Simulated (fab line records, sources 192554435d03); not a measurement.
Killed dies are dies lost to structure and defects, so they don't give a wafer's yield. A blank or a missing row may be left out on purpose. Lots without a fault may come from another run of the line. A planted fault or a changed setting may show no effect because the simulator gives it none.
Chamber matching | flow n5_finfet | N5_HKMG_FIN_ALD_21 on ald_metal-04: 4 sister chambers
The step deposits TiN, target thk 1.5 nm, pulse time 1 s, purge time 3 s. 4 wafers are shown with their chamber, then 8 later ones without.

WAFERS WITH THEIR CHAMBER
wafer  | chamber | heater_power_w (W)
L421.2 | 3       | 782
L421.3 | 2       | 866
L421.4 | 0       | 918
L423.1 | 1       | 840

WAFERS WITHOUT THEIR CHAMBER
wafer  | heater_power_w (W)
L423.5 | 891
L423.6 | 777
L425.1 | 832
L425.3 | 899
L425.4 | 760
L426.2 | 769
L426.4 | 899
L426.5 | 763

WHICH CHAMBER EACH WENT THROUGH
wafer  | from the rows above          | in truth
L423.5 | can't be placed: 2 or 0 or 1 | 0
L423.6 | 3                            | 3
L425.1 | can't be placed: 1 or 2      | 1
L425.3 | can't be placed: 0 or 2      | 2
L425.4 | 3                            | 3
L426.2 | 3                            | 3
L426.4 | can't be placed: 0 or 2      | 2
L426.5 | 3                            | 3
Placed correctly: 4 of 8. Can't be placed from these rows: 4 (the true chamber is among the candidates in 4). Placed wrongly: 0.
How it was worked out, from the rows above alone: a wafer's distance from a chamber is the root of the sum, over the readings, of the square of ((its reading less the chamber's mean) divided by the reading's scatter). The wafer belongs to the nearest chamber; if the next one is less than 2 further off, it can't be placed. A chamber's mean is the mean of its shown wafers. The scatter: with one shown wafer a chamber, the root of the mean of the squares of how far each hidden wafer lies from its nearest shown one.
